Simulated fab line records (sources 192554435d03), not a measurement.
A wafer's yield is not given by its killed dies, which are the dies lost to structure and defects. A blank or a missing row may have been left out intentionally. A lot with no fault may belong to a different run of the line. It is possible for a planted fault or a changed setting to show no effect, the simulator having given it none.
Split-lot study | flow n5_finfet | 21 wafers read across 7 lots, on a route 1938 steps long

## ABOUT THE SPLIT
At N5_PMOS_HMC_CHANNEL_EPI_PEB_07 (peb time 60 s), the setting peb_time_s was moved away from the recipe's 60 s on 7 of the 21 wafers read, by -19.8% to +11.8%. For the rest of the wafers, this setting stayed at what the recipe calls for.

## FROM SPLIT TO READING: 1 step shown by the file between the two
- N5_PMOS_HMC_CHANNEL_EPI_DEVELOP_08: develop time 30 s

## THE READING
cd_nm, in nm, at N5_PMOS_HMC_CHANNEL_EPI_CD_MEAS_09 (target cd 237.4 nm). A value of 237.3 nm with a standard deviation of 0.83 nm is what fault-free wafers of this fab line usually give.

wafer  | tool, chamber at the split | peb_time_s as run, s | against the recipe | cd_nm, nm | against lot-mates on the recipe
L075.1 | litho_track-01, 0          | 60                   | recipe             | 237.5     | -
L075.2 | litho_track-01, 0          | 60                   | recipe             | 237.2     | -
L075.4 | litho_track-01, 0          | 60                   | recipe             | 236.7     | -
L079.3 | litho_track-04, 0          | 60                   | recipe             | 237.6     | -
L079.4 | litho_track-04, 0          | 60                   | recipe             | 237.6     | -
L079.5 | litho_track-04, 0          | 52.24                | -12.9%             | 232.0     | -5.6
L086.2 | litho_track-01, 0          | 49.6                 | -17.3%             | 230.3     | -6.8
L086.4 | litho_track-01, 0          | 60                   | recipe             | 236.4     | -
L086.6 | litho_track-01, 0          | 60                   | recipe             | 237.8     | -
L087.3 | litho_track-01, 0          | 60                   | recipe             | 236.8     | -
L087.5 | litho_track-01, 0          | 60                   | recipe             | 236.8     | -
L087.6 | litho_track-01, 0          | 67.08                | +11.8%             | 241.4     | +4.6
L091.2 | litho_track-03, 0          | 60                   | recipe             | 236.9     | -
L091.3 | litho_track-03, 0          | 48.14                | -19.8%             | 228.2     | -9.0
L091.4 | litho_track-03, 0          | 60                   | recipe             | 237.5     | -
L095.1 | litho_track-03, 0          | 60                   | recipe             | 237.3     | -
L095.4 | litho_track-03, 0          | 60                   | recipe             | 237.1     | -
L095.5 | litho_track-03, 0          | 49.67                | -17.2%             | 229.4     | -7.8
L096.3 | litho_track-03, 0          | 52.98                | -11.7%             | 232.2     | -5.8
L096.4 | litho_track-03, 0          | 60                   | recipe             | 238.0     | -
L096.5 | litho_track-03, 0          | 52.98                | -11.7%             | 231.9     | -6.1

THE FIT
A straight line over all 21 wafers: cd_nm changes by +0.424 nm for each +1% of peb_time_s; r = +0.99; the points scatter about the line by 0.48 nm.
The same after taking each lot's own level away (the mean of its wafers on the recipe; 21 wafers): +0.439 nm for each +1%; r = +0.99; scatter 0.45 nm.
That fit puts the effect of the largest move of peb_time_s on the reading at 8.7 nm.
The span of the lots' own levels, 236.80 to 238.00 nm, comes to 1.4 times the standard deviation stated above.
So the lot-to-lot level changes the slope little: the two slopes agree.
Check: with one of the wafers moved furthest among these (-19.8%) left out of the fit, the line predicts -8.7 nm for it against its lot-mates. Against them it came out at -9 nm.

## THESE WAFERS: OTHER SPLITS
Note: prior to the reading, these wafers also went through further splits. Each is held against what the fit with the lots' levels taken away leaves over:
other split on the same wafers | wafers away from the commonest value | r with cd_nm (lot level and that fit taken away)
N5_ZERO_LAYER_ETCH_18 bias_w   | 9                                    | -0.07

## THE WHOLE CHAIN: every reading that the file lists as answering this split, in the file's order
step                               | what it does                                                           | reading                                                                     | change (the file's fit)               | r (the file's)
N5_PMOS_HMC_CHANNEL_EPI_CD_MEAS_09 | target cd 237.4 nm                                                     | cd_nm                                                                       | +0.437 nm for each +1% of the setting | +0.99
N5_PMOS_HMC_CHANNEL_EPI_DESCUM_14  | chemistry O2, time 7.9 s                                               | PMOS_HMC_CHANNEL_EPI.cd_nm (the simulator's own value, which no gauge read) | +0.434 nm for each +1% of the setting | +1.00
N5_PMOS_HMC_CHANNEL_EPI_ETCH_32    | etches BARC in N2/H2, stops on SiO2, target depth 85.8 nm, time 50.3 s | PMOS_HMC_CHANNEL_EPI.cd_nm (the simulator's own value, which no gauge read) | +0.442 nm for each +1% of the setting | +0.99

## FILE'S OWN FIT
cd_nm changes by +0.437 nm for each +1% of peb_time_s, r = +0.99.
